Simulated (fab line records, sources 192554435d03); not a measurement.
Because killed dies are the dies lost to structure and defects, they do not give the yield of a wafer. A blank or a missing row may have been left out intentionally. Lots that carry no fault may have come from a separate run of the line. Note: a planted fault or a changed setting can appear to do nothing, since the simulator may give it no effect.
Which tool did it? || flow n5Finfet || 33 wafers from 11 lots sampled at 5 of the route's 1938 steps

== WHAT EACH GAUGE READ, for each wafer ==
The record lacks any reading of a measuring or inspecting step that a usual standard deviation could be used to judge.

== WHAT TOOL EACH LOT RAN ON (gives the tool, then ch and the chambers of the sampled wafers, and finally the start) ==
{"lot": "L695", "N5_MOL_CONTACT_COAG_ETCH_106": "rieDiel-04 ch 1,2,3, day 4 14:43", "N5_PASSIVATION_ETCH_15": "rieDiel-03 ch 0,1,2, day 12 18:07 or earlier", "N5_PASSIVATION_DEGAS_18": "pvdSputter-03, day 12 18:07", "N5_PASSIVATION_PRE_CLEAN_19": "pvdSputter-03, day 12 18:10", "N5_PASSIVATION_PROBE_49": "-"}
{"lot": "L696", "N5_MOL_CONTACT_COAG_ETCH_106": "rieDiel-04 ch 0,1, day 4 23:05", "N5_PASSIVATION_ETCH_15": "rieDiel-05 ch 0,2, day 12 22:59 or earlier", "N5_PASSIVATION_DEGAS_18": "pvdSputter-03, day 12 22:59", "N5_PASSIVATION_PRE_CLEAN_19": "pvdSputter-03, day 12 23:02", "N5_PASSIVATION_PROBE_49": "-"}
{"lot": "L698", "N5_MOL_CONTACT_COAG_ETCH_106": "rieDiel-02 ch 0,1,3, day 5 09:47", "N5_PASSIVATION_ETCH_15": "rieDiel-06 ch 0,2, day 14 01:14 or earlier", "N5_PASSIVATION_DEGAS_18": "pvdSputter-01, day 14 01:14", "N5_PASSIVATION_PRE_CLEAN_19": "pvdSputter-01, day 14 01:16", "N5_PASSIVATION_PROBE_49": "-"}
{"lot": "L700", "N5_MOL_CONTACT_COAG_ETCH_106": "rieDiel-04 ch 1,3, day 5 22:26", "N5_PASSIVATION_ETCH_15": "rieDiel-05 ch 0,2, day 13 14:05 or earlier", "N5_PASSIVATION_DEGAS_18": "pvdSputter-03, day 13 14:05", "N5_PASSIVATION_PRE_CLEAN_19": "pvdSputter-03, day 13 14:07", "N5_PASSIVATION_PROBE_49": "-"}
{"lot": "L701", "N5_MOL_CONTACT_COAG_ETCH_106": "rieDiel-04 ch 2,3, day 6 09:08", "N5_PASSIVATION_ETCH_15": "rieDiel-06 ch 0,1,2, day 14 18:59 or earlier", "N5_PASSIVATION_DEGAS_18": "pvdSputter-01, day 14 18:59", "N5_PASSIVATION_PRE_CLEAN_19": "pvdSputter-01, day 14 19:01", "N5_PASSIVATION_PROBE_49": "prober-01, day 15 00:32"}
{"lot": "L702", "N5_MOL_CONTACT_COAG_ETCH_106": "rieDiel-04 ch 1,3, day 6 10:25", "N5_PASSIVATION_ETCH_15": "rieDiel-03 ch 1,2,3, day 14 14:49 or earlier", "N5_PASSIVATION_DEGAS_18": "pvdSputter-02, day 14 14:49", "N5_PASSIVATION_PRE_CLEAN_19": "pvdSputter-02, day 14 14:52", "N5_PASSIVATION_PROBE_49": "prober-01, day 14 20:46"}
{"lot": "L707", "N5_MOL_CONTACT_COAG_ETCH_106": "rieDiel-02 ch 0,2,3, day 7 16:56", "N5_PASSIVATION_ETCH_15": "rieDiel-06 ch 0,1,2, day 15 18:37 or earlier", "N5_PASSIVATION_DEGAS_18": "pvdSputter-02, day 15 18:37", "N5_PASSIVATION_PRE_CLEAN_19": "pvdSputter-02, day 15 18:40", "N5_PASSIVATION_PROBE_49": "prober-02, day 16 01:00"}
{"lot": "L711", "N5_MOL_CONTACT_COAG_ETCH_106": "rieDiel-04 ch 0,3, day 8 14:53", "N5_PASSIVATION_ETCH_15": "rieDiel-03 ch 0,1,2, day 16 10:23 or earlier", "N5_PASSIVATION_DEGAS_18": "pvdSputter-03, day 16 10:23", "N5_PASSIVATION_PRE_CLEAN_19": "pvdSputter-03, day 16 10:25", "N5_PASSIVATION_PROBE_49": "prober-02, day 16 16:14"}
{"lot": "L712", "N5_MOL_CONTACT_COAG_ETCH_106": "rieDiel-04 ch 0,2,3, day 8 19:43", "N5_PASSIVATION_ETCH_15": "rieDiel-06 ch 2,3, day 17 07:34 or earlier", "N5_PASSIVATION_DEGAS_18": "pvdSputter-01, day 17 07:34", "N5_PASSIVATION_PRE_CLEAN_19": "pvdSputter-01, day 17 07:36", "N5_PASSIVATION_PROBE_49": "prober-01, day 17 14:16"}
{"lot": "L713", "N5_MOL_CONTACT_COAG_ETCH_106": "rieDiel-04 ch 0,2,3, day 9 04:01", "N5_PASSIVATION_ETCH_15": "rieDiel-06 ch 0,1,3, day 17 02:28 or earlier", "N5_PASSIVATION_DEGAS_18": "pvdSputter-03, day 17 02:28", "N5_PASSIVATION_PRE_CLEAN_19": "pvdSputter-03, day 17 02:31", "N5_PASSIVATION_PROBE_49": "prober-01, day 17 08:12"}
{"lot": "L716", "N5_MOL_CONTACT_COAG_ETCH_106": "rieDiel-01 ch 0,1,2, day 9 20:35", "N5_PASSIVATION_ETCH_15": "rieDiel-06 ch 1,3, day 17 18:31 or earlier", "N5_PASSIVATION_DEGAS_18": "pvdSputter-02, day 17 18:31", "N5_PASSIVATION_PRE_CLEAN_19": "pvdSputter-02, day 17 18:33", "N5_PASSIVATION_PROBE_49": "-"}
- N5_MOL_CONTACT_COAG_ETCH_106: etches SOC in N2/H2, target depth 80 nm, overetch 16 nm, time 120 s.
- N5_PASSIVATION_ETCH_15: etches SiCN in CF4/N2, target depth 75 nm, time 81.2 s.
- N5_PASSIVATION_DEGAS_18: time 60 s.
- N5_PASSIVATION_PRE_CLEAN_19
- N5_PASSIVATION_PROBE_49

== WHAT THE TOOLS THEMSELVES READ (means of the sampled wafers that have a number; where no wafer has one, the mark that the record gives instead) ==
N5_MOL_CONTACT_COAG_ETCH_106. Usual: drypumpMotorCurrentA 5.7 A, standard deviation 0.34; oesProductAu 0.70 a.u., standard deviation 0.066; rfFwdPowerW 835.6 W, standard deviation 2.6; rfVppV 523.7 V, standard deviation 2.6; showerheadPlenumPTorr 2.54 Torr, standard deviation 0.094; throttleValvePct 17.78 %, standard deviation 0.2.
{"lot": "L695", "tool": "rieDiel-04", "drypumpMotorCurrentA (A)": 6.0, "oesProductAu (a.u.)": 0.72, "rfFwdPowerW (W)": 838.6, "rfVppV (V)": 524.7, "showerheadPlenumPTorr (Torr)": 2.56, "throttleValvePct (%)": 17.71, "flag": ""}
{"lot": "L696", "tool": "rieDiel-04", "drypumpMotorCurrentA (A)": 5.9, "oesProductAu (a.u.)": 0.63, "rfFwdPowerW (W)": 835.9, "rfVppV (V)": 522.5, "showerheadPlenumPTorr (Torr)": 2.48, "throttleValvePct (%)": 17.99, "flag": ""}
{"lot": "L698", "tool": "rieDiel-02", "drypumpMotorCurrentA (A)": 5.5, "oesProductAu (a.u.)": 0.68, "rfFwdPowerW (W)": 836.4, "rfVppV (V)": 523.4, "showerheadPlenumPTorr (Torr)": 2.54, "throttleValvePct (%)": 17.73, "flag": ""}
{"lot": "L700", "tool": "rieDiel-04", "drypumpMotorCurrentA (A)": 6.0, "oesProductAu (a.u.)": 0.67, "rfFwdPowerW (W)": 838.5, "rfVppV (V)": 524.6, "showerheadPlenumPTorr (Torr)": 2.58, "throttleValvePct (%)": 17.87, "flag": ""}
{"lot": "L701", "tool": "rieDiel-04", "drypumpMotorCurrentA (A)": 5.8, "oesProductAu (a.u.)": 0.75, "rfFwdPowerW (W)": 835.2, "rfVppV (V)": 523.5, "showerheadPlenumPTorr (Torr)": 2.51, "throttleValvePct (%)": 17.58, "flag": ""}
{"lot": "L702", "tool": "rieDiel-04", "drypumpMotorCurrentA (A)": 6.2, "oesProductAu (a.u.)": 0.66, "rfFwdPowerW (W)": 838.2, "rfVppV (V)": 524.6, "showerheadPlenumPTorr (Torr)": 2.59, "throttleValvePct (%)": 17.89, "flag": ""}
{"lot": "L707", "tool": "rieDiel-02", "drypumpMotorCurrentA (A)": 5.6, "oesProductAu (a.u.)": 0.64, "rfFwdPowerW (W)": 836.0, "rfVppV (V)": 523.0, "showerheadPlenumPTorr (Torr)": 2.52, "throttleValvePct (%)": 17.90, "flag": ""}
{"lot": "L711", "tool": "rieDiel-04", "drypumpMotorCurrentA (A)": 5.7, "oesProductAu (a.u.)": 0.78, "rfFwdPowerW (W)": 836.7, "rfVppV (V)": 526.3, "showerheadPlenumPTorr (Torr)": 2.66, "throttleValvePct (%)": 17.76, "flag": ""}
{"lot": "L712", "tool": "rieDiel-04", "drypumpMotorCurrentA (A)": 5.7, "oesProductAu (a.u.)": 0.75, "rfFwdPowerW (W)": 835.3, "rfVppV (V)": 524.8, "showerheadPlenumPTorr (Torr)": 2.58, "throttleValvePct (%)": 17.68, "flag": ""}
{"lot": "L713", "tool": "rieDiel-04", "drypumpMotorCurrentA (A)": 5.7, "oesProductAu (a.u.)": 0.74, "rfFwdPowerW (W)": 837.7, "rfVppV (V)": 525.2, "showerheadPlenumPTorr (Torr)": 2.58, "throttleValvePct (%)": 17.69, "flag": ""}
{"lot": "L716", "tool": "rieDiel-01", "drypumpMotorCurrentA (A)": 5.5, "oesProductAu (a.u.)": 0.76, "rfFwdPowerW (W)": 835.7, "rfVppV (V)": 524.9, "showerheadPlenumPTorr (Torr)": 2.57, "throttleValvePct (%)": 17.77, "flag": ""}

N5_PASSIVATION_ETCH_15. Usual: drypumpMotorCurrentA 5.7 A, standard deviation 0.45; oesProductAu 0.76 a.u., standard deviation 0.059; rfFwdPowerW 427.8 W, standard deviation 1.4; rfVppV 382.0 V, standard deviation 2; showerheadPlenumPTorr 2.19 Torr, standard deviation 0.072; throttleValvePct 15.45 %, standard deviation 0.15.
{"lot": "L695", "tool": "rieDiel-03", "drypumpMotorCurrentA (A)": 5.7, "oesProductAu (a.u.)": 0.77, "rfFwdPowerW (W)": 427.8, "rfVppV (V)": 380.7, "showerheadPlenumPTorr (Torr)": 2.14, "throttleValvePct (%)": 15.27, "flag": ""}
{"lot": "L696", "tool": "rieDiel-05", "drypumpMotorCurrentA (A)": 5.3, "oesProductAu (a.u.)": 0.73, "rfFwdPowerW (W)": 430.1, "rfVppV (V)": 380.8, "showerheadPlenumPTorr (Torr)": 2.20, "throttleValvePct (%)": 15.57, "flag": ""}
{"lot": "L698", "tool": "rieDiel-06", "drypumpMotorCurrentA (A)": 6.0, "oesProductAu (a.u.)": 0.73, "rfFwdPowerW (W)": 426.7, "rfVppV (V)": 383.5, "showerheadPlenumPTorr (Torr)": 2.26, "throttleValvePct (%)": 15.51, "flag": ""}
{"lot": "L700", "tool": "rieDiel-05", "drypumpMotorCurrentA (A)": 5.3, "oesProductAu (a.u.)": 0.73, "rfFwdPowerW (W)": 429.1, "rfVppV (V)": 382.1, "showerheadPlenumPTorr (Torr)": 2.20, "throttleValvePct (%)": 15.59, "flag": ""}
{"lot": "L701", "tool": "rieDiel-06", "drypumpMotorCurrentA (A)": 5.8, "oesProductAu (a.u.)": 0.74, "rfFwdPowerW (W)": 427.1, "rfVppV (V)": 381.1, "showerheadPlenumPTorr (Torr)": 2.17, "throttleValvePct (%)": 15.58, "flag": ""}
{"lot": "L702", "tool": "rieDiel-03", "drypumpMotorCurrentA (A)": 5.5, "oesProductAu (a.u.)": 0.78, "rfFwdPowerW (W)": 428.7, "rfVppV (V)": 381.8, "showerheadPlenumPTorr (Torr)": 2.18, "throttleValvePct (%)": 15.35, "flag": ""}
{"lot": "L707", "tool": "rieDiel-06", "drypumpMotorCurrentA (A)": 5.8, "oesProductAu (a.u.)": 0.74, "rfFwdPowerW (W)": 429.1, "rfVppV (V)": 381.7, "showerheadPlenumPTorr (Torr)": 2.17, "throttleValvePct (%)": 15.59, "flag": ""}
{"lot": "L711", "tool": "rieDiel-03", "drypumpMotorCurrentA (A)": 5.6, "oesProductAu (a.u.)": 0.75, "rfFwdPowerW (W)": 427.1, "rfVppV (V)": 381.2, "showerheadPlenumPTorr (Torr)": 2.14, "throttleValvePct (%)": 15.33, "flag": ""}
{"lot": "L712", "tool": "rieDiel-06", "drypumpMotorCurrentA (A)": 5.8, "oesProductAu (a.u.)": 0.70, "rfFwdPowerW (W)": 429.0, "rfVppV (V)": 383.0, "showerheadPlenumPTorr (Torr)": 2.26, "throttleValvePct (%)": 15.61, "flag": ""}
{"lot": "L713", "tool": "rieDiel-06", "drypumpMotorCurrentA (A)": 5.7, "oesProductAu (a.u.)": 0.72, "rfFwdPowerW (W)": 427.5, "rfVppV (V)": 381.4, "showerheadPlenumPTorr (Torr)": 2.19, "throttleValvePct (%)": 15.55, "flag": ""}
{"lot": "L716", "tool": "rieDiel-06", "drypumpMotorCurrentA (A)": 5.6, "oesProductAu (a.u.)": 0.71, "rfFwdPowerW (W)": 428.0, "rfVppV (V)": 381.7, "showerheadPlenumPTorr (Torr)": 2.19, "throttleValvePct (%)": 15.60, "flag": ""}

N5_PASSIVATION_DEGAS_18. Usual: 474 W for heaterPowerW, sd 49.
{"lot": "L695", "tool": "pvdSputter-03", "heaterPowerW (W)": 443, "flag": ""}
{"lot": "L696", "tool": "pvdSputter-03", "heaterPowerW (W)": 507, "flag": ""}
{"lot": "L698", "tool": "pvdSputter-01", "heaterPowerW (W)": 475, "flag": ""}
{"lot": "L700", "tool": "pvdSputter-03", "heaterPowerW (W)": 476, "flag": ""}
{"lot": "L701", "tool": "pvdSputter-01", "heaterPowerW (W)": 502, "flag": ""}
{"lot": "L702", "tool": "pvdSputter-02", "heaterPowerW (W)": 442, "flag": ""}
{"lot": "L707", "tool": "pvdSputter-02", "heaterPowerW (W)": 462, "flag": ""}
{"lot": "L711", "tool": "pvdSputter-03", "heaterPowerW (W)": 472, "flag": ""}
{"lot": "L712", "tool": "pvdSputter-01", "heaterPowerW (W)": 529, "flag": ""}
{"lot": "L713", "tool": "pvdSputter-03", "heaterPowerW (W)": 440, "flag": ""}
{"lot": "L716", "tool": "pvdSputter-02", "heaterPowerW (W)": 423, "flag": ""}

N5_PASSIVATION_PRE_CLEAN_19. Usual: 475 W for heaterPowerW, sd 50.
{"lot": "L695", "tool": "pvdSputter-03", "heaterPowerW (W)": 446, "flag": ""}
{"lot": "L696", "tool": "pvdSputter-03", "heaterPowerW (W)": 505, "flag": ""}
{"lot": "L698", "tool": "pvdSputter-01", "heaterPowerW (W)": 479, "flag": ""}
{"lot": "L700", "tool": "pvdSputter-03", "heaterPowerW (W)": 474, "flag": ""}
{"lot": "L701", "tool": "pvdSputter-01", "heaterPowerW (W)": 495, "flag": ""}
{"lot": "L702", "tool": "pvdSputter-02", "heaterPowerW (W)": 439, "flag": ""}
{"lot": "L707", "tool": "pvdSputter-02", "heaterPowerW (W)": 464, "flag": ""}
{"lot": "L711", "tool": "pvdSputter-03", "heaterPowerW (W)": 471, "flag": ""}
{"lot": "L712", "tool": "pvdSputter-01", "heaterPowerW (W)": 540, "flag": ""}
{"lot": "L713", "tool": "pvdSputter-03", "heaterPowerW (W)": 439, "flag": ""}
{"lot": "L716", "tool": "pvdSputter-02", "heaterPowerW (W)": 427, "flag": ""}

N5_PASSIVATION_PROBE_49. Usual: defectLimitedYield 91.1 %, standard deviation 1.4; killed_at_M0_to_M3 32, standard deviation 9.3; killed_at_M4_up 13, standard deviation 5.8; killedAtContacts 12, standard deviation 6.3; killedAtFrontEnd 44, standard deviation 12; killedAtOther 3.6, standard deviation 2.7; killedDies 104, standard deviation 17; killedOnRim 14, standard deviation 3.9; killedOpen 69, standard deviation 13; killedShort 34, standard deviation 6.9; sort_bin_5_function 5.2 %, standard deviation 0.98; sort_bin_6_memory 3.3 %, standard deviation 0.59; sortNPass 1075, standard deviation 17; sortYieldPct 91.1 %, standard deviation 1.4.
{"lot": "L701", "tool": "prober-01", "defectLimitedYield (%)": 89.9, "killed_at_M0_to_M3": 34, "killed_at_M4_up": 16, "killedAtContacts": 9, "killedAtFrontEnd": 57, "killedAtOther": 3.0, "killedDies": 119, "killedOnRim": 20, "killedOpen": 80, "killedShort": 36, "sort_bin_5_function (%)": 5.8, "sort_bin_6_memory (%)": 3.7, "sortNPass": 1061, "sortYieldPct (%)": 89.9, "flag": ""}
{"lot": "L702", "tool": "prober-01", "defectLimitedYield (%)": 92.5, "killed_at_M0_to_M3": 35, "killed_at_M4_up": 7, "killedAtContacts": 5, "killedAtFrontEnd": 32, "killedAtOther": 9.3, "killedDies": 89, "killedOnRim": 13, "killedOpen": 58, "killedShort": 28, "sort_bin_5_function (%)": 4.4, "sort_bin_6_memory (%)": 2.8, "sortNPass": 1091, "sortYieldPct (%)": 92.5, "flag": ""}
{"lot": "L707", "tool": "prober-02", "defectLimitedYield (%)": 89.9, "killed_at_M0_to_M3": 35, "killed_at_M4_up": 22, "killedAtContacts": 5, "killedAtFrontEnd": 56, "killedAtOther": 1.0, "killedDies": 119, "killedOnRim": 15, "killedOpen": 78, "killedShort": 39, "sort_bin_5_function (%)": 5.7, "sort_bin_6_memory (%)": 4.2, "sortNPass": 1061, "sortYieldPct (%)": 89.9, "flag": ""}
{"lot": "L711", "tool": "prober-02", "defectLimitedYield (%)": 85.5, "killed_at_M0_to_M3": 34, "killed_at_M4_up": 9, "killedAtContacts": 60, "killedAtFrontEnd": 64, "killedAtOther": 4.3, "killedDies": 171, "killedOnRim": 27, "killedOpen": 86, "killedShort": 35, "sort_bin_5_function (%)": 8.6, "sort_bin_6_memory (%)": 4.4, "sortNPass": 1009, "sortYieldPct (%)": 85.5, "flag": "OFF"}
{"lot": "L712", "tool": "prober-01", "defectLimitedYield (%)": 89.4, "killed_at_M0_to_M3": 30, "killed_at_M4_up": 9, "killedAtContacts": 40, "killedAtFrontEnd": 45, "killedAtOther": 1.7, "killedDies": 125, "killedOnRim": 20, "killedOpen": 69, "killedShort": 33, "sort_bin_5_function (%)": 6.4, "sort_bin_6_memory (%)": 3.7, "sortNPass": 1055, "sortYieldPct (%)": 89.4, "flag": "OFF"}
{"lot": "L713", "tool": "prober-01", "defectLimitedYield (%)": 89.0, "killed_at_M0_to_M3": 33, "killed_at_M4_up": 14, "killedAtContacts": 40, "killedAtFrontEnd": 39, "killedAtOther": 4.3, "killedDies": 130, "killedOnRim": 21, "killedOpen": 74, "killedShort": 32, "sort_bin_5_function (%)": 6.7, "sort_bin_6_memory (%)": 3.8, "sortNPass": 1050, "sortYieldPct (%)": 89.0, "flag": "OFF"}

== THE ANSWER, worked out from the rows above alone ==
Rule: a lot counts as off when the mean over its wafers that have a number is more than 3 standard deviations away from the usual mean. A lot without any number at a reading at which 4 lots or more have one is off too. Where the step has rows for the other lots, those lots are counted as sound. First the gauges in route order, then the tools' own readings, where a lot's mean is used as printed above. At the first step where some lot is off, the reading lying furthest off is the one used; lots without a number count as furthest.
Off: L711, L712, L713 (N5_PASSIVATION_PROBE_49, killedAtContacts). Neither off nor sound, because the step has no rows for them: L695, L696, L698, L700, L716.
If a tool, at that step or one of the process steps before it, ran each lot that is off and ran no sound lot following the first of them, it fits. N5_PASSIVATION_ETCH_15: start missing for some lots; hours and lot order therefore follow N5_PASSIVATION_DEGAS_18. One fits: N5_MOL_CONTACT_COAG_ETCH_106 on rieDiel-04. Its last sound lot is L702 (day 6 10:25), its first lot that is off L711 (day 8 14:53): a fault that began between those two fits.

== WHAT HAD BEEN PUT IN BY THE SIMULATOR ==
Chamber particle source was rieDiel-04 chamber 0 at N5_MOL_CONTACT_COAG_ETCH_106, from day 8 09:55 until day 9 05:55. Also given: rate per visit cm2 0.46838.
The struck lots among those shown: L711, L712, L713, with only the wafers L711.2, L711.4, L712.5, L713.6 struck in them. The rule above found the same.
